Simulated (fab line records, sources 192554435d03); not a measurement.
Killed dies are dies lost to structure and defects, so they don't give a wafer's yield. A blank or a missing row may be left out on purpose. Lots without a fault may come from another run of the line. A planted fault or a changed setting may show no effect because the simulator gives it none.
fab line records | flow n5_finfet
record lots=5 wafers=15 last_day=18
route steps=1938 shown BEOL_M4@1099 BEOL_M5@1112 BEOL_M11@1539 PASSIVATION@1936
lots that met no fault: from a run of the same line without faults
start_h: hours from the record's first day to the start of the lot's first wafer shown | wait_h: hours since the lot's step before | " the same as in the row above | L1.1+2: a row that stands for several wafers | - no value, or no start given | * or withheld: withheld | < > ~ a bound
route shown NAME@n: a module of which the file shows steps, and the number in the route of the first | usual: mean/standard deviation of fault-free wafers | same: alike in all rows | chamber/n: place in a boat | sites: the reading at each site | _std_site: their standard deviation | _edge_site: outer sites' mean less inner sites' | radius_mm: how far each site lies from the wafer's centre | mask NAME#n: copy n | behind: the tool/chamber that last shaped the wafer | hold: why the lot was held/for how many hours/how that ended | device: the transistor (n, p or np) that didn't switch | end of line: the same wafers' tests at the end of the route | a step without rows: its recipe alone | killed: dies lost to structure and defects at the first sort, not the wafer's yield | map: a wafer's dies, x killed, . not, _ none there
set.NAME: the setting as run; set.NAME@STEP: as run at that earlier step | model.NAME: the simulator's own value behind a step, which no gauge read
lots at some steps of the route; a table a step, a row a wafer
services: from which hour (start_h, from the record's first day; less than 0 if before it) a tool's chamber was out of use, for how many hours, and why
## steps
# step N5_BEOL_M4_ANNEAL_95
# recipe temp_c=400 time_s=240 ambient=vacuum
# step N5_BEOL_M4_SPUTTER_96
# recipe material=Cu target_thk_a=45 temp_c=-20 chamber_pressure_pa=0.07 power_w=withheld time_s=8.29
# step N5_BEOL_M4_ECD_50
# recipe material=Cu target_thk_a=3000
# step N5_BEOL_M4_ANNEAL_51
# recipe temp_c=225 time_s=90 ambient=N2
# step N5_BEOL_M4_CMP_52
# recipe stop_on=SiOC t_overpolish_s=6.8 down_force_psi=1 platen_rpm=50 clearing_platen_down_force_psi=1.5 clearing_platen_rpm=50 post_cmp_clean=cu_alkaline target_thk_nm=40 clearing_platen_pad_velocity_m_s=0.99484 pad_velocity_m_s=0.99484
# step N5_BEOL_M4_PRE_CLEAN_60
# recipe gas=NH3/H2 time_s=15 temp_c=* rf_power_w=300
# step N5_BEOL_M4_CO_CAP_55
# recipe material=Co target_thk_a=20 temp_c=200 precursor=CCTBA/H2 pressure_torr=30 time_s=102.1
# step N5_BEOL_M4_PRE_CLEAN_56
# recipe gas=NH3 time_s=15 temp_c=withheld rf_power_w=300
# step N5_BEOL_M4_DEP_57
# recipe material=SiCN target_thk_a=80 temp_c=withheld precursor=3MS/NH3 pressure_torr=3 rf_w=202 time_s=14
# step N5_BEOL_M4_RC_MEAS_101
# usual DIBL_N=36.3/1.7 DIBL_P=36.0/1.9 IOFF_N=0.156/0.028 IOFF_P=0.21/0.036 ION_N=675/11 ION_P=463/7.8 SS_N=71.6/0.59 SS_P=73.2/0.63 VT_N=250/3.1 VT_P=-251/3.4
# columns lot.wafer tool chamber start_h wait_h DIBL_N[mV/V] DIBL_P[mV/V] IOFF_N[nA/um] IOFF_P[nA/um] ION_N[uA/um] ION_P[uA/um] SS_N[mV/dec] SS_P[mV/dec] VT_N[mV] VT_P[mV]
L932.1 prober-02 0 193.76 0.0 36.7 36.4 0.168 0.23 689 466 72.1 73.2 247 -246
L932.5 " 0 " " 35.6 35.1 0.152 0.21 665 458 72.5 72.3 252 -248
L932.6 " 0 " " 33.8 33.5 0.119 0.19 667 469 70.8 72.7 253 -249
L941.3 prober-02 0 248.62 0.3 35.5 36.9 0.142 0.18 672 455 71.6 72.8 254 -253
L941.5 " 0 " " 36.5 37.8 0.150 0.19 669 459 71.2 74.1 255 -253
L941.6 " 0 " " 38.2 39.8 0.205 0.23 685 463 72.3 73.4 248 -251
L940.2 prober-02 0 250.99 0.2 37.2 36.5 0.176 0.27 687 484 71.7 74.4 247 -242
L940.3 " 0 " " 41.3 41.8 0.272 0.39 691 484 73.4 75.3 241 -239
L940.4 " 0 " " 37.8 36.3 0.183 0.25 695 480 72.4 73.2 247 -248
L942.1 prober-01 0 253.24 0.0 34.6 36.1 0.132 0.21 674 471 70.6 72.9 252 -249
L942.3 " 0 " " 35.7 36.8 0.150 0.23 666 463 71.8 73.9 249 -247
L942.6 " 0 " " 35.8 36.9 0.147 0.23 673 466 72.2 73.7 249 -244
L950.1 prober-01 0 320.07 0.0 39.5 37.7 0.194 0.27 682 475 71.8 74.2 247 -243
L950.3 " 0 " " 38.9 37.6 0.184 0.26 681 471 71.8 73.9 247 -244
L950.5 " 0 " " 37.0 35.2 0.149 0.22 663 461 71.9 72.4 250 -247
# step N5_BEOL_M5_ILD_DEP_00
# recipe material=SiCOH_lowk target_thk_a=1406.4 temp_c=300 precursor=DEMS/porogen pressure_torr=5 rf_w=500 time_s=25.9
# step N5_BEOL_M5_CURE_79
# recipe temp_c=385 time_s=240 ambient=He/Ar material=SiCOH_lowk
# step N5_BEOL_M5_PECVD_70
# recipe material=SiO2 target_thk_a=160 temp_c=400 precursor=TEOS/O2 pressure_torr=5.5 rf_w=450 teos_flow_sccm=53.8 gas=O2 flow_sccm=3000 time_s=18
# step N5_BEOL_M5_HM_DEP_02
# recipe material=TiN target_thk_a=200 temp_c=25 chamber_pressure_pa=0.49996
# step N5_BEOL_M5_COAT_59
# recipe resist=SOC temp_c=250 time_s=60 spin_rpm=1500 resist_thk_nm=60
# step N5_BEOL_M5_COAT_60
# recipe resist=SiARC temp_c=220 time_s=60 spin_rpm=1500 resist_thk_nm=12
# step N5_BEOL_M5_COAT_71
# recipe resist=underlayer temp_c=205 time_s=60 spin_rpm=1500 resist_thk_nm=5
# step N5_BEOL_M5_COAT_05
# recipe resist=CAR-EUV spin_rpm=1500 resist_thk_nm=30
# step N5_BEOL_M5_EBR_07
# recipe solvent=PGMEA ebr_width_mm=1.5
# step N5_BEOL_M5_SOFTBAKE_06
# recipe temp_c=110 time_s=60 resist=CAR-EUV
# step N5_BEOL_M5_EXPOSE_08
# recipe mask_id=M5 na=0.33 source_shape=annular sigma_inner=0.4 sigma_outer=0.8 polarization=unpolarized target_cd_nm=28 dose_mj=35.75
# step N5_BEOL_M5_PEB_09
# recipe peb_temp_c=100 peb_time_s=60 resist=CAR-EUV
# step N5_BEOL_M5_DEVELOP_10
# recipe develop_time_s=30 developer=TMAH resist=CAR-EUV rinse_liquid=surfactant_rinse dry=air_spin dev_temp_c=23
# step N5_BEOL_M5_DESCUM_16
# recipe chemistry=O2 time_s=7 source_power_w=50 bias_power_w=20 pressure_mtorr=20 rf_frequency_hz=2.712e+07 temp_c=40 resist=CAR-EUV o2_flow_sccm=225
# step N5_BEOL_M5_ETCH_72
# recipe chemistry=N2/H2 target=underlayer target_depth_a=65 mask_material=CAR-EUV time_s=5.2 ion_energy_ev=200 pressure_mtorr=30 source_w=840 bias_w=150 n2_flow_sccm=200 h2_flow_sccm=200 ends=cleared
# step N5_BEOL_M5_ETCH_61
# recipe chemistry=CF4 target=SiARC target_depth_a=156 mask_material=CAR-EUV time_s=26 ion_energy_ev=80 pressure_mtorr=40 source_w=545 bias_w=36 Ar_flow_sccm=100 cf4_flow_sccm=100 ends=cleared
# step N5_BEOL_M5_ETCH_62
# recipe chemistry=N2/H2 target=SOC target_depth_a=750 overetch_a=150 mask_material=SiARC temp_c=40 time_s=112.5 ion_energy_ev=200 pressure_mtorr=30 source_w=840 bias_w=150 n2_flow_sccm=200 h2_flow_sccm=200
# step N5_BEOL_M5_STRIP_63
# recipe chemistry=N2/H2 temp_c=40 n2_flow_sccm=200 h2_flow_sccm=200 rf_frequency_hz=6e+07
# step N5_BEOL_M5_STRIP_73
# recipe chemistry=N2/H2 temp_c=40 n2_flow_sccm=200 h2_flow_sccm=200 rf_frequency_hz=6e+07
# step N5_BEOL_M5_STRIP_64
# recipe chemistry=CF4 resist=SiARC power_w=300 bias_power_w=75 pressure_mtorr=50 cf4_flow_sccm=150 rf_frequency_hz=6e+07
# step N5_BEOL_M5_HM_OPEN_17
# recipe chemistry=Cl2/BCl3 target_depth_a=200 overetch_a=60 target=TiN mask_material=SOC ion_energy_ev=150 pressure_mtorr=10 icp_w=1000 bias_w=126 Cl2_flow_sccm=53.25 bcl3_flow_sccm=21.75 Ar_flow_sccm=25
# step N5_BEOL_M5_STRIP_19
# recipe chemistry=O2 power_w=400 temp_c=40 pressure_mtorr=30 rf_frequency_hz=6e+07 bias_power_w=0 overash_fraction=0.2 o2_flow_sccm=225
# step N5_BEOL_M5_COAT_65
# recipe resist=SOC temp_c=250 time_s=60 spin_rpm=1500 resist_thk_nm=60
# step N5_BEOL_M5_COAT_66
# recipe resist=SiARC temp_c=220 time_s=60 spin_rpm=1500 resist_thk_nm=12
# step N5_BEOL_M11_PECVD_70
# recipe material=SiO2 target_thk_a=200 temp_c=400 precursor=TEOS/O2 pressure_torr=5.5 rf_w=450 teos_flow_sccm=53.8 gas=O2 flow_sccm=3000 time_s=22.7
# usual chamber_pressure_Torr=5.498/0.013 heater_power_outer_w=487/79 heater_power_w=808/99 showerhead_plenum_p_Torr=8.79/0.069 throttle_valve_pct=22.5/0.8
# columns lot.wafer tool chamber start_h wait_h chamber_pressure_Torr heater_power_outer_w heater_power_w showerhead_plenum_p_Torr throttle_valve_pct
L932.1 pecvd-03 0 253.02 0.0 5.511 551 856 8.81 22.6
L932.5 " 0 " " 5.496 547 852 8.83 22.1
L932.6 " 2 " " 5.495 358 646 8.72 20.9
L941.3 pecvd-03 1 309.90 0.1 - - - - -
L941.5 " 0 " " - - - - -
L941.6 " 1 " " - - - - -
L940.2 pecvd-02 2 309.92 0.0 - - - - -
L940.3 " 0 " " - - - - -
L940.4 " 2 " " - - - - -
L942.1 pecvd-03 1 310.36 0.0 - - - - -
L942.3 " 0 " " - - - - -
L942.6 " 1 " " - - - - -
L950.1 pecvd-03 0 379.26 0.0 5.488 512 791 8.83 22.5
L950.3 " 1 " " 5.522 540 937 8.73 23.1
L950.5 " 2 " " 5.491 438 750 8.74 21.1
# step N5_PASSIVATION_PROBE_49
# usual defect_limited_yield=91.5/1.5 killed_at_M0_to_M3=30/11 killed_at_M4_up=13/4.9 killed_at_contacts=14/6.5 killed_at_front_end=40/11 killed_at_other=3.3/2.7 killed_dies=100/18 killed_on_rim=13/3.8 killed_open=67/14 killed_short=32/7.8 sort_bin_4_leakage=0.00/0.0073 sort_bin_5_function=5.0/0.97 sort_bin_6_memory=3.2/0.75 sort_n_pass=1080/18 sort_yield_pct=91.5/1.5
# same gross_dies=1180 killed_at_back_side=0 sort_bin_8_speed[%]=0
# columns lot.wafer tool chamber start_h wait_h defect_limited_yield[%] killed_at_M0_to_M3 killed_at_M4_up killed_at_contacts killed_at_front_end killed_at_other killed_dies killed_on_rim killed_open killed_short sort_bin_4_leakage[%] sort_bin_5_function[%] sort_bin_6_memory[%] sort_n_pass sort_yield_pct[%]
L932.1 prober-02 - 306.51 0.0 91.1 24 11 41 25 4 105 11 73 32 0 5.0 3.5 1075 91.1
L932.5 prober-02 - 306.71 0.2 89.7 43 5 28 38 8 122 18 82 39 0 5.8 4.1 1058 89.7
L932.6 prober-02 - 306.76 0.3 90.9 35 9 20 40 3 107 11 74 32 0 6.0 2.8 1073 90.9
L942.1 prober-02 - 365.92 0.0 61.5 35 342 13 60 4 454 18 77 43 0 33.6 4.7 726 61.5
L942.3 prober-02 - 366.02 0.1 65.3 39 319 8 43 0 409 10 68 30 0 30.1 4.3 771 65.3
L942.6 prober-02 - 366.17 0.3 62.6 40 339 28 31 3 441 17 79 33 0 33.0 4.3 739 62.6
L941.3 prober-01 - 369.11 0.1 66.5 16 333 8 36 2 395 14 37 34 0 30.8 2.5 785 66.5
L941.5 prober-01 - 369.21 0.2 61.9 26 350 10 58 5 449 12 72 38 0 34.2 3.4 731 61.9
L941.6 prober-01 - 369.26 0.3 64.8 27 341 9 38 0 415 9 57 24 0 32.0 2.9 765 64.8
L940.2 prober-01 - 371.04 0.1 64.3 26 325 23 46 1 421 78 79 24 0 32.0 3.6 759 64.3
L940.3 prober-01 - 371.09 0.1 63.9 16 346 15 48 1 426 22 60 29 0.08 33.4 2.4 753 63.8
L940.4 prober-01 - 371.14 0.2 61.5 28 362 23 41 0 454 81 61 30 0 34.1 3.3 726 61.5
L950.1 prober-02 - 422.72 0.0 90.6 43 10 2 55 1 111 15 80 31 0 6.4 2.8 1069 90.6
L950.3 prober-02 - 422.82 0.1 91.6 18 13 3 65 0 99 11 66 33 0 4.7 3.1 1081 91.6
L950.5 prober-02 - 422.92 0.2 90.4 39 19 9 45 1 113 12 83 27 0 6.3 3.1 1067 90.4
# killed by level:class
L932.1 MOL_CONTACT_COAG:geometric_particle:open=28 MOL_CONTACT_COAG:geometric_particle:short=13 BEOL_M3:geometric_particle:open=8 DUMMY_GATE:geometric_particle:open=7 BEOL_M2:geometric_particle:open=5 ILD0:geometric_particle:short=4 BEOL_M0_SAQP:geometric_particle:open=4 FIN_SAQP:geometric_particle:open=3
L932.5 MOL_CONTACT_COAG:geometric_particle:open=23 BEOL_M0_SAQP:geometric_particle:open=13 BEOL_M0_SAQP:geometric_particle:short=11 FIN_SAQP:geometric_particle:open=9 FIN_SAQP:geometric_particle:short=6 DUMMY_GATE:geometric_particle:open=5 MOL_CONTACT_COAG:geometric_particle:short=5 BEOL_M2:geometric_particle:open=5
L932.6 MOL_CONTACT_COAG:geometric_particle:open=17 BEOL_M3:geometric_particle:open=11 STI_FIN_REVEAL:geometric_particle:open=7 BEOL_M0_SAQP:geometric_particle:open=7 BEOL_M2:geometric_particle:open=7 FIN_SAQP:geometric_particle:short=6 BEOL_M0_SAQP:geometric_particle:short=6 GATE_CUT:geometric_particle:short=5
L942.1 BEOL_M11:area_pecvd=333 FIN_SAQP:geometric_particle:open=18 FIN_SAQP:geometric_particle:short=12 STI_FIN_REVEAL:geometric_particle:open=12 BEOL_M1:geometric_particle:open=10 MOL_CONTACT_COAG:geometric_particle:open=9 BEOL_M0_SAQP:geometric_particle:short=9 DUMMY_GATE:geometric_particle:open=5
L942.3 BEOL_M11:area_pecvd=311 FIN_SAQP:geometric_particle:open=18 BEOL_M0_SAQP:geometric_particle:open=11 FIN_SAQP:geometric_particle:short=9 BEOL_M2:geometric_particle:open=9 BEOL_M0_SAQP:geometric_particle:short=7 BEOL_M1:geometric_particle:open=6 MOL_CONTACT_COAG:geometric_particle:open=5
L942.6 BEOL_M11:area_pecvd=329 MOL_CONTACT_COAG:geometric_particle:open=23 BEOL_M2:geometric_particle:open=10 FIN_SAQP:geometric_particle:open=9 BEOL_M0_SAQP:geometric_particle:open=7 FIN_SAQP:geometric_particle:short=6 MOL_CONTACT_COAG:geometric_particle:short=5 BEOL_M0_SAQP:geometric_particle:short=5
L941.3 BEOL_M11:area_pecvd=322 FIN_SAQP:geometric_particle:short=10 STI_FIN_REVEAL:geometric_particle:open=6 BEOL_M0_SAQP:geometric_particle:short=6 MOL_CONTACT_COAG:geometric_particle:open=5 BEOL_M0_SAQP:geometric_particle:open=5 GATE_CUT:geometric_particle:short=4 FIN_SAQP:geometric_particle:open=3
L941.5 BEOL_M11:area_pecvd=339 STI_FIN_REVEAL:geometric_particle:open=20 FIN_SAQP:geometric_particle:open=13 BEOL_M0_SAQP:geometric_particle:short=9 MOL_CONTACT_COAG:geometric_particle:open=9 FIN_SAQP:geometric_particle:short=8 BEOL_M0_SAQP:geometric_particle:open=6 BEOL_M2:geometric_particle:open=5
L941.6 BEOL_M11:area_pecvd=333 STI_FIN_REVEAL:geometric_particle:open=8 BEOL_M3:geometric_particle:open=7 FIN_SAQP:geometric_particle:open=6 FIN_SAQP:geometric_particle:short=6 MOL_CONTACT_COAG:geometric_particle:open=6 DUMMY_GATE:geometric_particle:open=5 BEOL_M2:geometric_particle:open=5
L940.2 BEOL_M11:area_pecvd=318 MOL_CONTACT_COAG:geometric_particle:open=19 FIN_SAQP:geometric_particle:open=12 STI_FIN_REVEAL:geometric_particle:open=11 BEOL_M1:geometric_particle:open=11 DUMMY_GATE:geometric_particle:open=6 STARTING-WAFER:geometric_particle:open=5 FIN_SAQP:geometric_particle:short=4
L940.3 BEOL_M11:area_pecvd=337 MOL_CONTACT_COAG:geometric_particle:open=11 DUMMY_GATE:geometric_particle:open=9 FIN_SAQP:geometric_particle:open=8 FIN_SAQP:geometric_particle:short=7 BEOL_M4:geometric_particle:open=5 STI_FIN_REVEAL:geometric_particle:open=4 DUMMY_GATE:geometric_particle:short=4
L940.4 BEOL_M11:area_pecvd=352 MOL_CONTACT_COAG:geometric_particle:open=13 HKMG_FIN:area_etch=11 STI_FIN_REVEAL:geometric_particle:open=10 MOL_CONTACT_COAG:geometric_particle:short=10 BEOL_M2:geometric_particle:open=9 BEOL_M0_SAQP:geometric_particle:open=5 FIN_SAQP:geometric_particle:open=4
L950.1 STI_FIN_REVEAL:geometric_particle:open=28 BEOL_M0:geometric_particle:open=10 BEOL_M0_SAQP:geometric_particle:open=9 BEOL_M0_SAQP:geometric_particle:short=8 GATE_CUT:geometric_particle:short=7 BEOL_M1:geometric_particle:open=6 BEOL_M2:geometric_particle:open=5 STI_FIN_REVEAL:geometric_particle:short=4
L950.3 STI_FIN_REVEAL:geometric_particle:open=27 BEOL_M4:geometric_particle:open=9 STI_FIN_REVEAL:geometric_particle:short=7 BEOL_M0_SAQP:geometric_particle:short=6 GATE_CUT:geometric_particle:short=6 FIN_SAQP:geometric_particle:short=5 BEOL_M0_SAQP:geometric_particle:open=5 STARTING-WAFER:geometric_particle:open=5
L950.5 STI_FIN_REVEAL:geometric_particle:open=22 BEOL_M4:geometric_particle:open=10 BEOL_M0_SAQP:geometric_particle:open=9 BEOL_M1:geometric_particle:open=9 MOL_CONTACT_COAG:geometric_particle:open=7 BEOL_M0_SAQP:geometric_particle:short=6 FIN_SAQP:geometric_particle:open=5 BEOL_M0:geometric_particle:open=5
# map L940.4 (x killed, . not)
_________________.xxx..x.xxxx________________
______________xxxxxxxx.xxxxxxxxx_____________
___________.x....x...x.x.x.xx.xxx.x__________
__________x.xxxx.xx..xx....x.xxx..xx_________
________.xx.x..x.x.xxx.xxxx.xxx.xx.xxx_______
_______...x...x....xx.xxxxxxx.xxxxxxxxx______
______x...xx...x.....xxxxx.xx.x.xx.xxx.x_____
_____...xx........x....x...xxx.xxx..xxxxx____
____........x........x.x.x..x.xxxxxx.xxxxx___
___.x.....x...........xx...xx.xxx.xxxxxxxxx__
___x.....x....xx............xx.x.xxx..xxxxx__
__...........x...x.x....x.....x..xxxxxxxxxxx_
__....xx.......x...x.x..xx..x....x.x.xx.xxxx_
_...........x...xx..........x...xxxxx.xxx.xxx
_........x....xx.x......xx..x.xx.x.xxx.x.x.xx
_...................xx...x......xxxxxx.xxxxxx
_.x.........x...............xxxx..xxxxx.x.x.x
_.x.x............x.....xxx.x.x...xx.xxxxxxxxx
_.x.....x...x.....x.xxx...x.xxx.x.xxxxxxxx.xx
_...x....x..x......x..xx...x....xx.xxx..xxxxx
_.x.........x.....x.......x..x..x.x.x..xxxxxx
__..x......................x.....xxxxxxxxxx._
__.............x.x..........x......xx..xxxxx_
___x.x...........x............x.xx..xx.xxxx__
___.x.x.....................x....xx..xxxxxx__
____.......x..........xxxx......x..xxxxxxx___
_____............x............x..x.x.xxxx____
______..........x...........xxxxxxxx.xxx_____
_______x............x........x.xx.xxx..______
________.x.....x.....x..x....x.x.xx.xx_______
__________...x..x.x.....x.x...x.x..._________
___________......x...........x...xx__________
______________..x..x..x.......xx_____________
_________________.......xxxx.________________
# map L941.5 (x killed, . not)
_________________.........x..________________
______________.....x.....x......_____________
___________.....xxx.x..............__________
__________.x..........x.....x......x_________
________....x....x................x..._______
_______x...x...x...x.....x.x..xx.......______
______.......x.....xxxx...x....x..x..x.._____
_____...xx....x..x.x.xxx.xx.....xx...x...____
____....x..xx..x..xxx.x..x........x.......___
___...........xxxxx.xxxxxx..xxx..x.x..x..x.__
___..........xxx.xxx.x.xxxxxx............x.__
__...x...xx.x..x.xx.xxxxxxxx...xxx.x....x..._
__.x...x.....xxxx.xxxxx.xxx...x.xx.xx..xx.x._
_....xx.x.xxxxxxx.xxxx.xxxx....xx...xxx......
_..x.....xx.xxxxxxxxxxxxxxxxxx.xx.xx.xx......
_.......xx.x.xxxxx.xxxxx.xxx.x.xxxxx.x...x...
_......x.xxx.xxxxxxxxxxxxxxxx.x.xx.xx........
_...xx..x....xx..xxxxxx.xxxxx.xxx...x..x.....
_.....xx..xxxx.xxxxxxxxxxxxx..x.x.xx..x......
_x..x.x.x..xxxxx.xxxxxxxxx..xx.x.xxxxx.......
_..........xxxxxx.xxxx.xxx.x...x..xx.x.......
__...x.........x..xxxxxxxx.x.xx.xxx........._
__........x.x.xxxxxxxxxxxxxx..xxx.....xx...._
___......xx.xxx.x.xxx.xxxxxxxx.x.xxx..x....__
___......x....x....xx.xxxxxx.x..xxx.xx.....__
____.........xxxx..xx.xxxxxxxxxx...x......___
_____x......x...x.xxx.x..x...x...x.......____
______.x...x...x.x...xxx..x....xx......._____
_______.......x........x...xxx..x......______
________.....x......x.x..x..........x._______
__________.x...........xx...x......._________
___________..........x.....x.......__________
______________...........xx....x_____________
_________________.........x..________________
## services
# columns tool chamber start_h hours kind
pecvd-03 - 231.62 0.9 repair
pecvd-02 0 234.62 16.0 repair
pecvd-02 - 291.96 6.0 pm
pecvd-02 1 306.84 14.1 repair
pecvd-03 2 309.88 2.1 scheduled_down
pecvd-03 2 333.14 18.1 repair
pecvd-02 - 339.29 5.5 pm
pecvd-02 1 346.86 5.5 scheduled_down
pecvd-03 - 352.72 0.6 repair
## key
first_sign step=N5_BEOL_M11_PECVD_70 reading=tool_record direction=missing
effect step=N5_PASSIVATION_PROBE_49 reading=killed_at_M4_up direction=up sigmas=67 usual=13 struck=340
more_kills_born_at N5_BEOL_M11_PECVD_70@pecvd-03=1967 N5_BEOL_M11_PECVD_70@pecvd-02=1007
met_at N5_BEOL_M11_PECVD_70
struck_wafers L940.2,L940.3,L940.4,L941.3,L941.5,L941.6,L942.1,L942.3,L942.6
baseline_loss step=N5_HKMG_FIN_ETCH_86 wafers=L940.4
onset_between 253.02 309.90
fault kind=skipped_step_whole tool=pecvd-02,pecvd-03 chamber=- onset_h=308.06 steps=N5_BEOL_M11_PECVD_70 scope=struck_lots_only
# baseline_loss: these wafers lose ten dies or more at that step, a loss of the line's own and not of a fault; the sort's usual values leave them out
